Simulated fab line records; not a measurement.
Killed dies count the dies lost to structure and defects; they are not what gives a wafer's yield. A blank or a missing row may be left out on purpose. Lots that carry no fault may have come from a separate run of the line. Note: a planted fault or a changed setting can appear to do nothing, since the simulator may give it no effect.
Matching of chambers || flow nand_harc || cmp-01 running NHARC_P_CONTACT_CMP_01: 4 sister chambers
The step polishes SiO2, target thk 200 nm. 8 wafers are shown with their chamber, then 7 later ones without.

WAFERS WITH THEIR CHAMBER
{"wafer": "L278.1", "chamber": 2, "motor_current_A (A)": 12.6}
{"wafer": "L280.1", "chamber": 3, "motor_current_A (A)": 11.7}
{"wafer": "L280.2", "chamber": 0, "motor_current_A (A)": 9.7}
{"wafer": "L293.1", "chamber": 0, "motor_current_A (A)": 10.9}
{"wafer": "L293.2", "chamber": 1, "motor_current_A (A)": 12.3}
{"wafer": "L293.5", "chamber": 2, "motor_current_A (A)": 12.9}
{"wafer": "L295.1", "chamber": 1, "motor_current_A (A)": 12.8}
{"wafer": "L295.2", "chamber": 3, "motor_current_A (A)": 12.2}

WAFERS WITHOUT THEIR CHAMBER
{"wafer": "L295.6", "motor_current_A (A)": 11.8}
{"wafer": "L296.2", "motor_current_A (A)": 13.3}
{"wafer": "L296.5", "motor_current_A (A)": 13.3}
{"wafer": "L296.6", "motor_current_A (A)": 13.5}
{"wafer": "L297.3", "motor_current_A (A)": 10.0}
{"wafer": "L297.4", "motor_current_A (A)": 13.6}
{"wafer": "L297.6", "motor_current_A (A)": 13.8}

WHICH CHAMBER EACH ONE RAN IN
{"wafer": "L295.6", "from the rows above": "can't be placed: 3 or 1 or 2", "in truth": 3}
{"wafer": "L296.2", "from the rows above": "can't be placed: 2 or 1 or 3", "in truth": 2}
{"wafer": "L296.5", "from the rows above": "can't be placed: 2 or 1 or 3", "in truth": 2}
{"wafer": "L296.6", "from the rows above": "can't be placed: 2 or 1 or 3", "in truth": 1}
{"wafer": "L297.3", "from the rows above": 0, "in truth": 0}
{"wafer": "L297.4", "from the rows above": "can't be placed: 2 or 1 or 3", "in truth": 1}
{"wafer": "L297.6", "from the rows above": "can't be placed: 2 or 1 or 3", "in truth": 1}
1 of 7 placed correctly. These rows do not allow placing 6 (true chamber among the candidates in 6). Placed wrongly: 0.
How it was worked out, from the rows above alone: a wafer's distance from a chamber is the root of the sum, over the readings, of the square of ((its reading less the chamber's mean) divided by the reading's scatter). The wafer belongs to the nearest chamber; if the next one is less than 2 further off, it can't be placed. The mean given for a chamber averages the wafers shown for that chamber. The scatter is the square root of a quotient: the sum, over the shown wafers, of each reading's squared deviation from its chamber's mean, divided by wafers minus chambers.
